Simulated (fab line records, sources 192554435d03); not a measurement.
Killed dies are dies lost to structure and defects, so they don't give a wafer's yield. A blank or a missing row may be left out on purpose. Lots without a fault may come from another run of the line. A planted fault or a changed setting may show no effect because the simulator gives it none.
A struck lot beside a sound one | flow n5_finfet | 16 steps out of a route of 1938
Sound: wafers L263.1, L263.5, L263.6. Struck: wafer L259.3. (L259.1, L259.5 of the same lot were not struck and are left out.) The cause comes at the end.
At each step with rows: each side's tool, then ch and its chambers, then its first start. Under that, the readings that differ: sound wafers | struck wafers | difference of the means | sigmas: that difference in standard deviations of wafers without a fault.
alike: readings whose means differ by less than 2 such deviations, and words and numbers that are the same on both sides. not compared: withheld readings, readings that some wafer has no value for, bounds like >300 that may hide the same value, and numbers for which the record gives no deviation and whose values overlap.
The two part at a step that has a row with sigmas, a row that says differs or no value, or rows on one side only. Numbers that don't overlap but have no deviation are shown without sigmas and don't part them. A reading that every wafer of one side lacks parts them only if that side has two wafers or more.

first, 1 step without rows for these wafers: N5_BEOL_M2_DEVELOP_27 (develop time 30 s).
N5_BEOL_M2_CD_MEAS_28: target cd 26.2 nm, target cd y 24.1 nm.
  sound on cd_sem-03 ch 0, day 10 15:05; struck on cd_sem-02 ch 0, day 10 03:19
  alike: cd_nm
N5_BEOL_M2_OVL_MEAS_29:
  sound on overlay-01 ch 0, day 10 15:07; struck on overlay-02 ch 0, day 10 03:21
  alike: V1_OVL
N5_BEOL_M2_INSPECT_30: inspects for defects (brightfield).
  sound on defect_inspect-01, day 10 15:11; struck on defect_inspect-01, day 10 03:25
  alike: raw_defect_count
N5_BEOL_M2_DESCUM_33: chemistry O2, time 7 s.
  sound on rie_diel-04 ch 0,3, day 10 15:13; struck on rie_diel-04 ch 1, day 10 03:26
  reading               | sound          | struck | difference | sigmas
  oes_product_au (a.u.) | 0.69 0.72 0.70 | 0.84   | +0.14      | +2
  alike: drypump_motor_current_A, rf_vpp_V, showerhead_plenum_p_Torr, throttle_valve_pct
  not compared: rf_hours_counter_h
N5_BEOL_M2_ETCH_77: etches underlayer in N2/H2, target depth 6.5 nm, time 5.2 s.
  sound on rie_diel-04 ch 0,3, day 10 15:15; struck on rie_diel-04 ch 1, day 10 03:29
  alike: drypump_motor_current_A, etch_rf_on_time_s, n2_flow_sccm, oes_product_au, rf_vpp_V, showerhead_plenum_p_Torr, throttle_valve_pct
  not compared: rf_hours_counter_h
N5_BEOL_M2_ETCH_69: etches SiARC in CF4, target depth 15.6 nm, time 26 s.
  sound on rie_diel-04 ch 0,3, day 10 15:16; struck on rie_diel-04 ch 1, day 10 03:29
  alike: cf4_flow_sccm, drypump_motor_current_A, etch_rf_on_time_s, oes_product_au, rf_vpp_V, showerhead_plenum_p_Torr, throttle_valve_pct
  not compared: rf_hours_counter_h
N5_BEOL_M2_ALD_98: deposits SiO2, target thk 2.5 nm, pulse time 1 s, co reactant pulse time 1 s.
  sound on ald_sin-03 ch 0,1,3, day 10 15:42; struck on ald_sin-02 ch 1, day 10 03:35
  alike: heater_power_w, precursor_pulse_height_rel
N5_BEOL_M2_ETCHBACK_99: etches SiO2 in CHF3, target depth 5 nm, time 10.4 s.
  sound on rie_diel-03 ch 0,1,3, day 10 18:50; struck on rie_diel-01 ch 1, day 10 04:54
  reading               | sound          | struck | difference | sigmas
  oes_product_au (a.u.) | 0.74 0.77 0.93 | 0.68   | -0.13      | -2
  alike: drypump_motor_current_A, rf_vpp_V, showerhead_plenum_p_Torr, throttle_valve_pct
  not compared: rf_hours_counter_h
then, 3 steps without rows for these wafers: N5_BEOL_M2_ETCH_70 (etches SOC in N2/H2, target depth 80 nm, overetch 24 nm, time 130 s); N5_BEOL_M2_STRIP_71 (strips in N2/H2); N5_BEOL_M2_STRIP_78 (strips in N2/H2).
N5_BEOL_M2_VIA_ETCH_34: etches the open film in C4F6/O2, target depth 69.4 nm, time 65.9 s.
  sound on rie_diel-03 ch 0,1,3, day 10 18:58; struck on rie_diel-01 ch 1, day 10 05:03
  reading                                  | sound            | struck | difference | sigmas
  oes_product_au (a.u.)                    | 0.74 0.78 0.94   | 0.61   | -0.21      | -3
  model.etch.depth_nm (nm)                 | 68.22 68.78 70.8 | 56.92  | -12.35     |
  model.SOC_of_BEOL_M2_COAT_67.thk_nm (nm) | 51.8 51.8 51.2   | 53.4   | +1.8       |
  alike: drypump_motor_current_A, rf_vpp_V, showerhead_plenum_p_Torr, throttle_valve_pct
  not compared: rf_hours_counter_h
then, 1 step without rows for these wafers: N5_BEOL_M2_STRIP_83 (strips in C4F6/O2).
N5_BEOL_M4_RC_MEAS_101:
  sound on prober-02 ch 0, day 12 12:56; struck on prober-02 ch 0, day 11 07:49
  reading       | sound          | struck | difference | sigmas
  SS_N (mV/dec) | 71.4 71.2 71.5 | 69.9   | -1.5       | -2
  VT_N (mV)     | 250 249 247    | 256    | +7         | +2
  alike: DIBL_N, DIBL_P, IOFF_N, IOFF_P, ION_N, ION_P, SS_P, VT_P
-- the record jumps here: 5 days lie between the struck wafers' starts before and after (it left off in module BEOL_M4 and takes up again in module PASSIVATION, whose first step shown is number 1936 of the route) --
N5_PASSIVATION_PROBE_49:
  sound on prober-02, day 17 04:01; struck on prober-02, day 15 20:07
  alike: defect_limited_yield, killed_at_M0_to_M3, killed_at_M4_up, killed_at_contacts, killed_at_front_end, killed_at_other, killed_dies, killed_open, killed_short, sort_bin_5_function, sort_bin_6_memory, sort_n_pass, sort_yield_pct

WHERE THEY PART
First at N5_BEOL_M2_DESCUM_33; last, within this record, at N5_BEOL_M4_RC_MEAS_101. Later steps at which nothing parts them and some readings are alike: N5_PASSIVATION_PROBE_49.

WHY: what the simulator had put in
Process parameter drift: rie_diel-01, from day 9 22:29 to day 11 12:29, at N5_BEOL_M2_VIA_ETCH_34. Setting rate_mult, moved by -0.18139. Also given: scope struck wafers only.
